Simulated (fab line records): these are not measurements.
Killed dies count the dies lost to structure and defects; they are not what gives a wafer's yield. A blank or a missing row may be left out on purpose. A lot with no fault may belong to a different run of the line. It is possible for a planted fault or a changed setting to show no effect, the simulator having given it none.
Comparing a struck lot with a sound one | flow n5-finfet | 38 steps out of a route of 1938
Sound: these wafers, L667.3, L667.5, L667.6. Struck: wafer L661.6. (L661.2, L661.3 of the same lot were not struck and are left out.) The cause comes at the end.
Each step with rows lists, per side, the tool, then ch with its chambers, then its first start. Under that, the readings that differ: sound wafers | struck wafers | difference of the means | sigmas: that difference in standard deviations of wafers without a fault.
alike: words and numbers the same on both sides, and readings whose means are apart by under 2 such deviations; not compared: readings that were withheld, readings missing a value for some wafer, numbers with overlapping values and no deviation given by the record, and bounds like >300 which may hide the same value.
The two part at a step that has a row with sigmas, a row that says differs or no value, or rows on one side only. Non-overlapping numbers with no deviation appear without sigmas and do not part them. Lack of a reading on every wafer of one side parts them only where that side has two or more wafers.

first, 9 steps without rows for these wafers: N5_BEOL_M4_ANNEAL_95 (time 240 s); N5_BEOL_M4_SPUTTER_96 (material Cu, target thk 4.5 nm, time 8.29 s); N5_BEOL_M4_ECD_50 (material Cu, target thk 300 nm); N5_BEOL_M4_ANNEAL_51 (time 90 s); N5_BEOL_M4_CMP_52 (polishes, stops on SiOC, t overpolish 6.8 s, target thk 40 nm); N5_BEOL_M4_PRE_CLEAN_60 (time 15 s); N5_BEOL_M4_CO_CAP_55 (material Co, precursor CCTBA/H2, target thk 2 nm, time 102.1 s); N5_BEOL_M4_PRE_CLEAN_56 (time 15 s); N5_BEOL_M4_DEP_57 (deposits SiCN from 3MS/NH3, target thk 8 nm, time 14 s).
N5_BEOL_M4_RC_MEAS_101:
  sound on prober-02 ch 0, day 13 01:22; struck on prober-02 ch 0, day 11 11:45
  alike: DIBL_N, DIBL_P, IOFF_N, IOFF_P, ION_N, ION_P, SS_N, SS_P, VT_N, VT_P
then, 24 steps without rows for these wafers: N5_BEOL_M5_ILD_DEP_00 (deposits SiCOH lowk from DEMS/porogen, target thk 140.64 nm, time 25.9 s); N5_BEOL_M5_CURE_79 (cures SiCOH lowk, time 240 s); N5_BEOL_M5_PECVD_70 (deposits SiO2 from TEOS/O2, target thk 16 nm, time 18 s); N5_BEOL_M5_HM_DEP_02 (deposits TiN, target thk 20 nm); N5_BEOL_M5_COAT_59 (time 60 s, resist thk 60 nm); N5_BEOL_M5_COAT_60 (time 60 s, resist thk 12 nm); N5_BEOL_M5_COAT_71 (time 60 s, resist thk 5 nm); N5_BEOL_M5_COAT_05 (resist thk 30 nm); N5_BEOL_M5_EBR_07; N5_BEOL_M5_SOFTBAKE_06 (time 60 s); N5_BEOL_M5_EXPOSE_08 (exposes mask M5, target cd 28 nm); N5_BEOL_M5_PEB_09 (peb time 60 s); N5_BEOL_M5_DEVELOP_10 (develop time 30 s); N5_BEOL_M5_DESCUM_16 (chemistry O2, time 7 s); N5_BEOL_M5_ETCH_72 (etches underlayer in N2/H2, target depth 6.5 nm, time 5.2 s); N5_BEOL_M5_ETCH_61 (etches SiARC in CF4, target depth 15.6 nm, time 26 s); N5_BEOL_M5_ETCH_62 (etches SOC in N2/H2, target depth 75 nm, overetch 15 nm, time 112.5 s); N5_BEOL_M5_STRIP_63 (strips in N2/H2); N5_BEOL_M5_STRIP_73 (strips in N2/H2); N5_BEOL_M5_STRIP_64 (strips in CF4); N5_BEOL_M5_HM_OPEN_17 (chemistry Cl2/BCl3, target TiN, target depth 20 nm, overetch 6 nm); N5_BEOL_M5_STRIP_19 (strips in O2); N5_BEOL_M5_COAT_65 (time 60 s, resist thk 60 nm); N5_BEOL_M5_COAT_66 (time 60 s, resist thk 12 nm).
-- record jumps: 2 days separate the struck wafers' starts on either side; left off in module BEOL_M5, taken up again in module BEOL_M10, whose first shown step is the route's number 1530 --
N5_BEOL_M10_CMP_52: polishes, stops on SiCOH lowk, t overpolish 7 s, target thk 140 nm.
  sound on cmp-04 ch 0,1,2, day 15 07:22; struck on cmp-02 ch 2, day 13 21:25
  reading                      | sound             | struck | difference | sigmas
  barrier-field-endpoint-s (s) | 28.4 29.0 27.5    | 46.9   | +18.6      | +21
  overpolish-run-s (s)         | 7.009 7.000 7.003 | 0.036  | -6.968     | -99 or more
  time-to-endpoint-s (s)       | 66 63 60          | 87     | +24        | +6
  alike: edge-zone-pressure-frac, motor-current-A
N5_BEOL_M10_THK_MEAS_53: measures by xrf.
  sound: film-metro-01 at day 15 07:35; struck: film-metro-01 at day 13 21:43
  reading      | sound             | struck | difference | sigmas
  M10_THK (nm) | 136.3 133.9 136.4 | 265.4  | +129.9     | +48
N5_BEOL_M10_INSPECT_58: inspects for defects (darkfield).
  sound: defect-inspect-01 at day 15 07:45; struck: defect-inspect-01 at day 13 21:53
  reading          | sound    | struck | difference | sigmas
  raw-defect-count | 48 71 43 | 2264   | +2210      | +99 or more
-- here the record skips 2 days between the struck wafers' starts before and after, leaving off in module BEOL_M10 and picking up in module PASSIVATION (first step shown: number 1936 of the route) --
N5_PASSIVATION_PROBE_49:
  sound: prober-01 at day 17 09:16; struck: prober-02 at day 16 02:34
  reading                  | sound          | struck | difference | sigmas
  defect-limited-yield (%) | 93.7 90.8 93.4 | 0      | -93        | -62
  killed_at_M4_up          | 12 15 8        | 1094   | +1082      | +99 or more
  killed-dies              | 74 108 78      | 1180   | +1093      | +61
  killed-on-rim            | 8 12 5         | 152    | +144       | +36
  sort-n-pass              | 1106 1072 1102 | 0      | -1093      | -64
  sort-yield-pct (%)       | 93.7 90.8 93.4 | 0      | -93        | -62
  alike: killed_at_M0_to_M3, killed-at-contacts, killed-at-front-end, killed-at-other, killed-open, killed-short, sort_bin_4_leakage, sort_bin_5_function, sort_bin_6_memory

== WHERE THEY PART ==
At N5_BEOL_M10_CMP_52 first; at N5_PASSIVATION_PROBE_49 last (within this record only).

WHY: what had been put in by the simulator
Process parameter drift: cmp-02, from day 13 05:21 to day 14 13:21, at N5_BEOL_M10_CMP_52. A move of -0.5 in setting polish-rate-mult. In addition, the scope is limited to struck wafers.
